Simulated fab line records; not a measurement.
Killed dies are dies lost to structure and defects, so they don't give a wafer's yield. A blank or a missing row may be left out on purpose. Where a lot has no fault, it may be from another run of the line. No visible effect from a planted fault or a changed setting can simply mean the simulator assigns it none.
A struck lot beside a sound one	flow n5_finfet	16 out of 1938 route steps
Sound: wafers L354.2, L354.4, L354.5. Struck: wafer L360.6 (L360.2, L360.3, from the same lot, were not struck and are left out); the cause is given at the end.
Order at every step that has rows: each side's tool, ch and its chambers, its first start. Under that, the readings that differ: sound wafers	struck wafers	difference of the means	sigmas: that difference in standard deviations of wafers without a fault.
alike: a reading whose means differ by less than 2 such deviations, as well as words and numbers matching on both sides. not compared: withheld readings; readings where some wafer has no value; bounds like >300 that might hide an equal value; numbers whose values overlap and for which the record gives no deviation.
The two part at a step that has a row with sigmas, a row that says differs or no value, or rows on one side only. Numbers that don't overlap but have no deviation are shown without sigmas and don't part them. A reading that every wafer of one side lacks parts them only if that side has two wafers or more.

first, 6 steps without rows for these wafers: N5_BEOL_M4_COAT_22 (resist thk 30 nm); N5_BEOL_M4_EBR_24; N5_BEOL_M4_SOFTBAKE_23 (time 60 s); N5_BEOL_M4_EXPOSE_25 (exposes mask V3, defocus 5 nm); N5_BEOL_M4_PEB_26 (peb time 60 s); N5_BEOL_M4_DEVELOP_27 (develop time 30 s).
N5_BEOL_M4_CD_MEAS_28: target cd 26.2 nm, target cd y 24.1 nm.
  sound on cd_sem-03 ch 0, day 7 22:20; struck on cd_sem-02 ch 0, day 9 23:27
  alike: cd_nm
N5_BEOL_M4_OVL_MEAS_29:
  sound on overlay-01 ch 0, day 7 22:22; struck on overlay-02 ch 0, day 9 23:29
  alike: V3_OVL
N5_BEOL_M4_INSPECT_30: inspects for defects (brightfield).
  sound on defect_inspect-01 at day 7 22:25; struck on defect_inspect-02 at day 9 23:32
  alike: raw_defect_count
N5_BEOL_M4_DESCUM_33: chemistry O2, time 7 s.
  sound on rie_diel-02 ch 0,1,2, day 7 22:50; struck on rie_diel-06 ch 3, day 9 23:46
  alike: bias_power_w, drypump_motor_current_A, oes_product_au, rf_vpp_V, showerhead_plenum_p_Torr, throttle_valve_pct
  not compared: rf_hours_counter_h
N5_BEOL_M4_ETCH_77: etches underlayer in N2/H2, target depth 6.5 nm, time 5.2 s.
  sound on rie_diel-02 ch 0,1,2, day 7 22:52; struck on rie_diel-06 ch 3, day 9 23:47
  alike: drypump_motor_current_A, etch_rf_on_time_s, oes_product_au, rf_vpp_V, showerhead_plenum_p_Torr, throttle_valve_pct
  not compared: rf_hours_counter_h
N5_BEOL_M4_ETCH_69: etches SiARC in CF4, target depth 15.6 nm, time 26 s.
  sound on rie_diel-02 ch 0,1,2, day 7 22:53; struck on rie_diel-06 ch 3, day 9 23:49
  alike: drypump_motor_current_A, etch_rf_on_time_s, oes_product_au, rf_vpp_V, showerhead_plenum_p_Torr, throttle_valve_pct
  not compared: rf_hours_counter_h
N5_BEOL_M4_ALD_98: deposits SiO2, target thk 2.5 nm, pulse time 1 s, co reactant pulse time 1 s.
  sound on ald_sin-02 ch 0,2,3, day 7 22:58; struck on ald_sin-04 ch 2, day 9 23:53
reading	sound	struck	difference	sigmas
ald_cycles	17 17 17	22	+5	
model.SiO2_of_BEOL_M4_ALD_98.thk_nm (nm)	2.6 2.4 2.4	3.2	+0.7	
  alike: heater_power_w, precursor_pulse_height_rel
N5_BEOL_M4_ETCHBACK_99: etches SiO2 in CHF3, target depth 5 nm, time 10.4 s.
  sound on rie_diel-02 ch 0,1,2, day 8 10:45; struck on rie_diel-03 ch 3, day 10 01:17
  alike: drypump_motor_current_A, oes_product_au, rf_vpp_V, showerhead_plenum_p_Torr, throttle_valve_pct
  not compared: rf_hours_counter_h
N5_BEOL_M4_RC_MEAS_101:
  sound on prober-01 ch 0, day 8 15:28; struck on prober-01 ch 0, day 10 06:20
  alike: DIBL_N, DIBL_P, IOFF_N, IOFF_P, ION_N, ION_P, SS_N, SS_P, VT_N, VT_P
-- record jumps: 5 days separate the struck wafers' starts on either side; left off in module BEOL_M4, taken up again in module PASSIVATION, whose first shown step is the route's number 1936 --
N5_PASSIVATION_PROBE_49:
  the record has rows for the struck wafers here (prober-02, day 14 20:56) and none for the sound ones

WHERE THEY PART
Only at N5_PASSIVATION_PROBE_49, as far as this record shows.

WHY: the cause the simulator had injected
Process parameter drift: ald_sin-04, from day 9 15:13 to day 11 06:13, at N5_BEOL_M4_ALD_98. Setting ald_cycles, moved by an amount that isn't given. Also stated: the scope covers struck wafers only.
